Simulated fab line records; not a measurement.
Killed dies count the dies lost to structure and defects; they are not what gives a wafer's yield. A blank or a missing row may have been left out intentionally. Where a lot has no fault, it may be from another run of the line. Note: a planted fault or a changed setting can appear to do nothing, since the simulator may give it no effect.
Comparing a struck lot with a sound one -- flow nand_harc -- 15 steps out of a route of 1159
Sound: wafers L721.1, L721.3, L721.4. The struck wafers were L735.1, L735.4, L735.5. At the end, the cause is stated.
Order at every step that has rows: each side's tool, ch and its chambers, its first start. Under that, the readings that differ: sound wafers -- struck wafers -- difference of the means -- sigmas: that difference in standard deviations of wafers without a fault.
alike: a reading whose means differ by less than 2 such deviations, as well as words and numbers matching on both sides. not compared: withheld readings; readings where some wafer has no value; bounds like >300 that might hide an equal value; numbers whose values overlap and for which the record gives no deviation.
The two part at a step that has a row with sigmas, a row that says differs or no value, or rows on one side only. When numbers do not overlap yet have no deviation, they are printed without sigmas and do not part them. A reading missing from all wafers of one side parts the sides only when that side holds two or more wafers.

first, 1 step without rows for these wafers: NHARC_A_CHANNEL_HOLE_D1_SRD_29.
NHARC_A_CHANNEL_HOLE_D1_CD_MEAS_30:
  sound: cd_sem-02 at day 9 09:58; struck: cd_sem-01 at day 13 05:11
  alike: cd_nm
then, 1 step without rows for these wafers: NHARC_A_CHANNEL_HOLE_D1_XSEM_31.
NHARC_A_CHANNEL_HOLE_D1_INSPECT_40:
  sound: defect_inspect-02 at day 9 10:09; struck: defect_inspect-02 at day 13 05:22
  alike: raw_defect_count
then, 2 steps without rows for these wafers: NHARC_A_CHANNEL_FILL_D1_PRECLEAN_00 (cleans in SC1); NHARC_A_CHANNEL_FILL_D1_SRD_01.
NHARC_A_CHANNEL_FILL_D1_ALD_02: deposits SiO2, target thk 6 nm, pulse time 10 s, ald cycles 60.
  sound on ald_hk-01 ch 1,2,3, day 9 10:20; struck on ald_hk-04 ch 1,3, day 13 06:53
  alike: heater_power_w, precursor_pulse_height_rel
NHARC_A_CHANNEL_FILL_D1_ALD_03: deposits SiNx, target thk 6 nm, pulse time 60 s, ald cycles 58.
  sound: ald_sin_batch-02 ch 0; struck: ald_sin_batch-02 ch 0
  alike: precursor_pulse_height_rel
NHARC_A_CHANNEL_FILL_D1_ALD_14: deposits SiO2, target thk 2.5 nm, pulse time 10 s, ald cycles 25.
  sound on ald_hk-02 ch 0,1,2, day 9 17:23; struck on ald_hk-01 ch 0,3, day 13 13:49
  alike: heater_power_w, precursor_pulse_height_rel
NHARC_A_CHANNEL_FILL_D1_ALD_15: deposits SiNx, target thk 2 nm, pulse time 60 s, ald cycles 19.
  sound: ald_sin_batch-03 ch 0; struck: ald_sin_batch-01 ch 0
  alike: precursor_pulse_height_rel
then, 2 steps without rows for these wafers: NHARC_A_CHANNEL_FILL_D1_ALD_16 (deposits SiO2, target thk 1.5 nm, pulse time 10 s, ald cycles 15); NHARC_A_CHANNEL_FILL_D1_ANNEAL_17 (time 1800 s).
NHARC_A_CHANNEL_FILL_D1_CVD_18: deposits poly-Si, target thk 3 nm.
  struck on lpcvd_poly-03, day 14 04:33; sound on lpcvd_poly-03 ch 0, day 10 08:06
  no value came back on the struck wafers for spike_tc_bottom_C (C), spike_tc_centre_C (C), spike_tc_upper_C (C); on the sound wafers spike_tc_bottom_C (C) reads 572.2 572.0 569.8
NHARC_A_CHANNEL_FILL_D1_ETCHBACK_19: etches the open film in HBr/Cl2, target depth 5 nm, time 1.7 s.
  sound on rie_si-03 ch 0,1,3, day 10 10:11; struck on rie_si-06 ch 1,2,3, day 14 06:37
  alike: bias_w, drypump_motor_current_A, mfc_cl2_sccm, oes_product_au, throttle_valve_pct
  not compared: rf_hours_counter_h
-- break in the record here, with 10 days between the starts of the struck wafers on either side (left off in module A_CHANNEL_FILL_D1, picked up again in module END, where the first step shown is number 1159 on the route) --
NHARC_END_SORT_01:
  only the struck wafers appear in the record here, on prober-02 ch 0 at day 24 06:14; the sound ones have no rows

## WHERE THEY PART
Last at NHARC_END_SORT_01 as far as this record goes, first at NHARC_A_CHANNEL_FILL_D1_CVD_18.

WHY: whatever the simulator had introduced
Step skipped in full: lpcvd_poly-03, at NHARC_A_CHANNEL_FILL_D1_CVD_18, from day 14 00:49 onward. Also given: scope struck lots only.
